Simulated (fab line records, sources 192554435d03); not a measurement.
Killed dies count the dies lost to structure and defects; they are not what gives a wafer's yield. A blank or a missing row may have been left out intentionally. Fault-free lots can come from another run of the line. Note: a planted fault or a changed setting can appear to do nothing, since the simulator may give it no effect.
Tool commonality check || flow n5 finfet || Sampled: 9 lots, 27 wafers

## THE REASON FOR OPENING IT
At N5_BEOL_M14_CD_MEAS_28 the reading cd nm is flagged on 2 of 9 lots. No-fault wafers: 283.7 nm, standard deviation 1.6.
Rule: a lot gets a flag if all its wafers with a number sit over 4 standard deviations from that mean, or if no wafer of it has a number. As for the other lots, they are considered sound.

{"lot": "L282", "measured": "day 12 00:32", "on": "cd sem-01", "cd nm (nm), wafer by wafer": "284.1 281.9 280.5", "flag": ""}
{"lot": "L283", "measured": "day 12 10:03", "on": "cd sem-03", "cd nm (nm), wafer by wafer": "283.7 283.8 282.1", "flag": ""}
{"lot": "L284", "measured": "day 12 13:35", "on": "cd sem-03", "cd nm (nm), wafer by wafer": "282.1 285.6 285.1", "flag": ""}
{"lot": "L286", "measured": "day 13 12:58", "on": "cd sem-01", "cd nm (nm), wafer by wafer": "281.6 281.6 283.3", "flag": ""}
{"lot": "L289", "measured": "day 13 16:57", "on": "cd sem-02", "cd nm (nm), wafer by wafer": "284.9 282.2 281.6", "flag": ""}
{"lot": "L296", "measured": "day 15 15:02", "on": "cd sem-02", "cd nm (nm), wafer by wafer": "295.4 295.4 295.6", "flag": "FLAGGED"}
{"lot": "L300", "measured": "day 16 04:59", "on": "cd sem-02", "cd nm (nm), wafer by wafer": "293.7 295.0 291.9", "flag": "FLAGGED"}
{"lot": "L302", "measured": "day 17 13:41", "on": "cd sem-02", "cd nm (nm), wafer by wafer": "284.9 286.4 282.9", "flag": ""}
{"lot": "L304", "measured": "day 18 00:37", "on": "cd sem-01", "cd nm (nm), wafer by wafer": "284.6 281.4 280.3", "flag": ""}
Average over the flagged lots: 294.5 nm; offset from the usual +10.8 nm, equal to +7 standard deviations.

## EACH LOT AND THE TOOL IT RAN ON
Before the reading, the record contains 2 process steps out of a 1938-step route. Cell contents, in order: the tool; ch with the chambers the sampled wafers went through; the start.
{"lot": "L282", "flag": "", "N5_BEOL_M14_VIA_ETCH_16": "rie diel-01 ch 1,2,3, day 11 23:52", "N5_BEOL_M14_EXPOSE_25": "krf scanner-02 ch 0, day 12 00:22"}
{"lot": "L283", "flag": "", "N5_BEOL_M14_VIA_ETCH_16": "rie diel-05 ch 1,2, day 12 09:22", "N5_BEOL_M14_EXPOSE_25": "krf scanner-02 ch 0, day 12 09:53"}
{"lot": "L284", "flag": "", "N5_BEOL_M14_VIA_ETCH_16": "rie diel-01 ch 0,1, day 12 12:55", "N5_BEOL_M14_EXPOSE_25": "krf scanner-02 ch 0, day 12 13:26"}
{"lot": "L286", "flag": "", "N5_BEOL_M14_VIA_ETCH_16": "rie diel-01 ch 1,2,3, day 13 12:17", "N5_BEOL_M14_EXPOSE_25": "krf scanner-02 ch 0, day 13 12:47"}
{"lot": "L289", "flag": "", "N5_BEOL_M14_VIA_ETCH_16": "rie diel-01 ch 0,1, day 13 16:09", "N5_BEOL_M14_EXPOSE_25": "krf scanner-01 ch 0, day 13 16:48"}
{"lot": "L296", "flag": "FLAGGED", "N5_BEOL_M14_VIA_ETCH_16": "rie diel-05 ch 1,2,3, day 15 14:14", "N5_BEOL_M14_EXPOSE_25": "krf scanner-02 ch 0, day 15 14:53"}
{"lot": "L300", "flag": "FLAGGED", "N5_BEOL_M14_VIA_ETCH_16": "rie diel-06 ch 1,2,3, day 16 04:10", "N5_BEOL_M14_EXPOSE_25": "krf scanner-02 ch 0, day 16 04:49"}
{"lot": "L302", "flag": "", "N5_BEOL_M14_VIA_ETCH_16": "rie diel-01 ch 0,3, day 17 13:00", "N5_BEOL_M14_EXPOSE_25": "krf scanner-01 ch 0, day 17 13:31"}
{"lot": "L304", "flag": "", "N5_BEOL_M14_VIA_ETCH_16": "rie diel-05 ch 0,3, day 17 23:56", "N5_BEOL_M14_EXPOSE_25": "krf scanner-01 ch 0, day 18 00:28"}
What these steps do:
- N5_BEOL_M14_VIA_ETCH_16: etches SiO2 in C4F8/O2/Ar, target depth 1231.3 nm.
- N5_BEOL_M14_EXPOSE_25: exposes mask M14, target cd 280 nm.
- N5_BEOL_M14_CD_MEAS_28: target cd 284.4 nm.

## FLAGGED OVER TOTAL, TOOL BY TOOL (the gauges that took the reading come last)
{"step": "N5_BEOL_M14_VIA_ETCH_16", "tool": "rie diel-01", "lots run": 5, "flagged": 0, "share of the flagged lots": "none", "sound lots run after its first flagged lot": "-"}
{"step": "N5_BEOL_M14_VIA_ETCH_16", "tool": "rie diel-05", "lots run": 3, "flagged": 1, "share of the flagged lots": "some", "sound lots run after its first flagged lot": "1 (L304)"}
{"step": "N5_BEOL_M14_VIA_ETCH_16", "tool": "rie diel-06", "lots run": 1, "flagged": 1, "share of the flagged lots": "some", "sound lots run after its first flagged lot": 0}
{"step": "N5_BEOL_M14_EXPOSE_25", "tool": "krf scanner-01", "lots run": 3, "flagged": 0, "share of the flagged lots": "none", "sound lots run after its first flagged lot": "-"}
{"step": "N5_BEOL_M14_EXPOSE_25", "tool": "krf scanner-02", "lots run": 6, "flagged": 2, "share of the flagged lots": "all", "sound lots run after its first flagged lot": 0}
{"step": "N5_BEOL_M14_CD_MEAS_28", "tool": "cd sem-01", "lots run": 3, "flagged": 0, "share of the flagged lots": "none", "sound lots run after its first flagged lot": "-"}
{"step": "N5_BEOL_M14_CD_MEAS_28", "tool": "cd sem-02", "lots run": 4, "flagged": 2, "share of the flagged lots": "all", "sound lots run after its first flagged lot": "1 (L302)"}
{"step": "N5_BEOL_M14_CD_MEAS_28", "tool": "cd sem-03", "lots run": 2, "flagged": 0, "share of the flagged lots": "none", "sound lots run after its first flagged lot": "-"}

## WHAT THE TABLE PERMITS
2 rows of the table ran every flagged lot: krf scanner-02 at N5_BEOL_M14_EXPOSE_25, cd sem-02 at N5_BEOL_M14_CD_MEAS_28.
- krf scanner-02 at N5_BEOL_M14_EXPOSE_25 ran 6 lots, 2 of them flagged. It ran its last sound lot, L286, at day 13 12:47 and its first flagged lot, L296, at day 15 14:53: a fault with its onset between the two fits. Its own readings (exposure dose mJ cm2) fall more than 4 standard deviations out on all wafers of the flagged lots.
- cd sem-02 at N5_BEOL_M14_CD_MEAS_28 ran 4 lots, 2 of them flagged. After the first flagged lot (L302), sound lots still ran on it; a lasting fault on the whole tool would not permit that.
Just one tool remains: krf scanner-02 at N5_BEOL_M14_EXPOSE_25.

## WHAT THE SIMULATOR HAD INSERTED
Process parameters drifting: krf scanner-02 at N5_BEOL_M14_EXPOSE_25, beginning at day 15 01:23. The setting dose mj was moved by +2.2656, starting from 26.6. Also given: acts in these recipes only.
Shown lots that were struck: L296, L300. The rule above found the same.
